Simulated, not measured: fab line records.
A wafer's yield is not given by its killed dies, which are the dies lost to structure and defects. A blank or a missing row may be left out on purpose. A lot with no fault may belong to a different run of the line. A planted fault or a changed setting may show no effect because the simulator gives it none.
Which tool was responsible? | flow n5_finfet | 36 wafers from 12 lots sampled at 5 of the route's 1938 steps

WHAT EACH GAUGE READ, for each wafer
N5_BEOL_M13_THK_MEAS_50: measures by xrf.
lot  | measured     | on            | M13_THK (nm)
L075 | day 11 03:02 | film_metro-02 | 418 425 420
L076 | day 11 14:43 | film_metro-02 | 425 417 416
L080 | day 12 11:08 | film_metro-01 | 418 426 428
L081 | day 12 11:36 | film_metro-02 | 427 427 436
L083 | day 13 13:02 | film_metro-02 | 428 424 426
L085 | day 13 19:26 | film_metro-01 | 426 426 426
L087 | day 14 03:20 | film_metro-01 | 431 429 418
L088 | day 14 21:59 | film_metro-02 | 432 429 435
L091 | day 15 18:43 | film_metro-02 | 421 423 424
L095 | day 16 06:49 | film_metro-01 | 432 430 430
L094 | day 16 14:53 | film_metro-01 | 418 419 423
L096 | day 17 02:23 | film_metro-01 | 422 424 426

EACH LOT AND THE TOOL THAT RAN IT (in order: tool; ch and the chambers of the sampled wafers; start)
lot  | N5_BEOL_M13_STRIP_64                 | N5_BEOL_M13_DESCUM_33              | N5_BEOL_M13_TRENCH_ETCH_34         | N5_BEOL_M13_ANNEAL_48
L075 | plasma_asher-02 ch 0, day 10 22:29   | rie_diel-01 ch 0,1,3, day 10 23:04 | rie_diel-01 ch 0,1,3, day 10 23:28 | rtp_anneal-01 ch 0, day 11 02:27
L076 | plasma_asher-01 ch 0,1, day 11 11:17 | rie_diel-01 ch 1,3, day 11 12:04   | rie_diel-01 ch 1,3, day 11 12:28   | rtp_anneal-02 ch 0, day 11 14:01
L080 | plasma_asher-01 ch 0,1, day 12 07:13 | rie_diel-02 ch 1,2,3, day 12 08:08 | rie_diel-02 ch 1,2,3, day 12 08:33 | rtp_anneal-01 ch 0, day 12 10:32
L081 | plasma_asher-02 ch 0,1, day 12 08:07 | rie_diel-02 ch 0,1,3, day 12 08:56 | rie_diel-02 ch 0,1,3, day 12 09:20 | rtp_anneal-02 ch 0, day 12 11:05
L083 | plasma_asher-02 ch 0,1, day 13 07:36 | rie_diel-01 ch 0,1, day 13 08:08   | rie_diel-01 ch 0,1, day 13 08:33   | rtp_anneal-02 ch 0, day 13 12:28
L085 | plasma_asher-01 ch 0,1, day 13 13:34 | rie_diel-06 ch 1,3, day 13 14:07   | rie_diel-06 ch 1,3, day 13 14:32   | rtp_anneal-01 ch 0, day 13 18:53
L087 | plasma_asher-01 ch 0,1, day 13 19:24 | rie_diel-02 ch 1,2,3, day 13 20:05 | rie_diel-02 ch 1,2,3, day 13 20:29 | rtp_anneal-02 ch 0, day 14 02:44
L088 | plasma_asher-01 ch 0,1, day 14 16:29 | rie_diel-01 ch 2,3, day 14 17:38   | rie_diel-01 ch 2,3, day 14 18:02   | rtp_anneal-01 ch 0, day 14 21:24
L091 | plasma_asher-02 ch 0,1, day 15 13:01 | rie_diel-01 ch 0,2,3, day 15 13:35 | rie_diel-01 ch 0,2,3, day 15 13:59 | rtp_anneal-02 ch 0, day 15 18:07
L095 | plasma_asher-02 ch 0, day 16 03:34   | rie_diel-02 ch 0,2, day 16 04:16   | rie_diel-02 ch 0,2, day 16 04:40   | rtp_anneal-01 ch 0, day 16 06:13
L094 | plasma_asher-02 ch 1, day 16 08:59   | rie_diel-02 ch 0,2, day 16 09:32   | rie_diel-02 ch 0,2, day 16 09:56   | rtp_anneal-01 ch 0, day 16 14:18
L096 | plasma_asher-01 ch 0,1, day 16 23:38 | rie_diel-01 ch 0,2, day 17 00:18   | rie_diel-01 ch 0,2, day 17 00:43   | rtp_anneal-01 ch 0, day 17 01:53
- N5_BEOL_M13_STRIP_64: strips in N2/H2.
- N5_BEOL_M13_DESCUM_33: chemistry O2, time 7.9 s.
- N5_BEOL_M13_TRENCH_ETCH_34: etches SiOC in C4F8/O2/Ar, target depth 413.47 nm, time 162.6 s.
- N5_BEOL_M13_ANNEAL_48: time 90 s.

THE ANSWER, worked out from the rows above alone
Rule: usual is defined by the lots themselves. Put in order of their means at a reading, lots are off if they are a third of the lots or fewer, leave a main group of 4 or more, and stand apart from it by a gap of 3 or more times the standard deviation of the main group's means; of several such gaps the widest counts. The tables above print the reading to a certain number of digits; a main group whose means all agree to those digits is not used. A lot without any number at a reading at which 4 lots or more have one is off too. Where the step has rows for the other lots, those lots are counted as sound.
None of the lots is off at any reading shown; this tells nothing.

WHAT THE SIMULATOR HAD INSERTED
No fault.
